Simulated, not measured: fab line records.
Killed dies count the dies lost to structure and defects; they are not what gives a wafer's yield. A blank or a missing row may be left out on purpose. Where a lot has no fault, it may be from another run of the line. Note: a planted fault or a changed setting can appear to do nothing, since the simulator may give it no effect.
Problem report in the 8D (eight disciplines) form, filled by code | flow n5_finfet | the parts of the form that need people (team, actions taken, sign-off) are left out

## 1. THE PROBLEM
Mean of killed_at_front_end at N5_PASSIVATION_PROBE_49: 158 across 2 wafers in 2 lots; on wafers with no fault it is 38 (standard deviation 11). That puts it +11 standard deviations away from the usual mean.
First observed at day 19 04:07: wafer L600.1, on prober-01. Wafers with a number at this step in the record: 6, from 2 lots. The rule behind "out" and "out of limits": a value lying over 4 standard deviations away from the usual mean. All remaining wafers that have a number are taken as sound.

## 2. WHAT IT IS, WHAT IT ISN'T
question                    | is                                                                                                       | is not
which readings at this step | killed_at_front_end, defect_limited_yield, killed_dies, sort_bin_5_function, sort_n_pass, sort_yield_pct | killed_at_M0_to_M3, killed_at_M4_up, killed_at_contacts, killed_at_other, killed_open, killed_short, sort_bin_4_leakage
which lots                  | L599, L600                                                                                               | -
which wafers of those lots  | L599.4, L600.1                                                                                           | L599.2, L599.5, L600.2, L600.4
read on which tools         | prober-01                                                                                                | -
when                        | from day 19 04:07                                                                                        | up to then (0 sound wafers); but 4 sound wafers of L599, L600 came after

## 3. THE SUSPECTS, EACH WITH WHAT RULES IT OUT
Counting: a tool at a process step up to the reading stays a suspect if it ran every lot that is out. Sound lots after the first of them don't rule it out here, since some wafers of a struck lot are sound.
- cvd_w-01 at N5_HKMG_FIN_ALD_72 (deposits W, target thk 2 nm, pulse time 1 s, purge time 2 s): kept. It ran every lot that is out, first L599 (day 8 04:33).
- rie_diel-01 at N5_PASSIVATION_DESCUM_46 (chemistry O2, time 7.9 s): kept. It ran every lot that is out, first L600 (day 19 01:02).
- prober-01 at N5_PASSIVATION_PROBE_49: kept. It ran every lot that is out, first L600 (day 19 04:07). On those wafers its own readings are out: defect_limited_yield, killed_at_front_end, killed_dies, sort_bin_5_function, sort_n_pass, sort_yield_pct.
- At N5_HKMG_FIN_ALD_72 on cvd_w-01, chamber 1 took the sound wafers of the same lots and chamber 0 took the wafers that are out.
Still standing after the count: cvd_w-01 at N5_HKMG_FIN_ALD_72, rie_diel-01 at N5_PASSIVATION_DESCUM_46, prober-01 at N5_PASSIVATION_PROBE_49.

## 4. THE CAUSE (what the simulator had put in)
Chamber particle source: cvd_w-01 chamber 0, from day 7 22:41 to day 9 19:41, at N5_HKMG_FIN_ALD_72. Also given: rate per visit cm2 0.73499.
This tool is one of the 3 suspects left after counting.

## 5. SEQUENCE OF EFFECTS, ordered by route
Each row: a reading whose mean over the struck wafers that have a number lies more than 3 standard deviations from the usual. Only readings for which the record gives a usual standard deviation are gone through. hours: the time from each lot's start at the first step in this table that gives one to its start at this step, as a median over the lots. sigmas: the change in usual standard deviations.
hours | step                    | reading              | usual  | on struck wafers | change | sigmas
0     | N5_PASSIVATION_PROBE_49 | defect_limited_yield | 91.4 % | 82.2             | -9.2   | -6.6
0     | N5_PASSIVATION_PROBE_49 | killed_at_front_end  | 38     | 158              | +120   | +11
0     | N5_PASSIVATION_PROBE_49 | killed_dies          | 102    | 210              | +108   | +6.4
0     | N5_PASSIVATION_PROBE_49 | sort_bin_5_function  | 5.1 %  | 11.2             | +6.1   | +6.1
0     | N5_PASSIVATION_PROBE_49 | sort_n_pass          | 1076   | 970              | -106   | -5.6
0     | N5_PASSIVATION_PROBE_49 | sort_yield_pct       | 91.2 % | 82.2             | -9.0   | -5.7
Its process steps:
- N5_PASSIVATION_PROBE_49

## 6. HOW IT WOULD HAVE BEEN CAUGHT EARLIER
In this record no reading fell out of limits until day 19 04:07, 269 hours after the fault had begun at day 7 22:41.
No tool reading at N5_HKMG_FIN_ALD_72 that has a usual standard deviation in the record was out on any struck wafer, so an alarm limit of 4 standard deviations on those readings would not have fired.
The start of N5_HKMG_FIN_ALD_72 on cvd_w-01 came by day 19 04:07 for every one of the lots that are out (2). Had the tool been put on hold then, not one of them would have been saved.
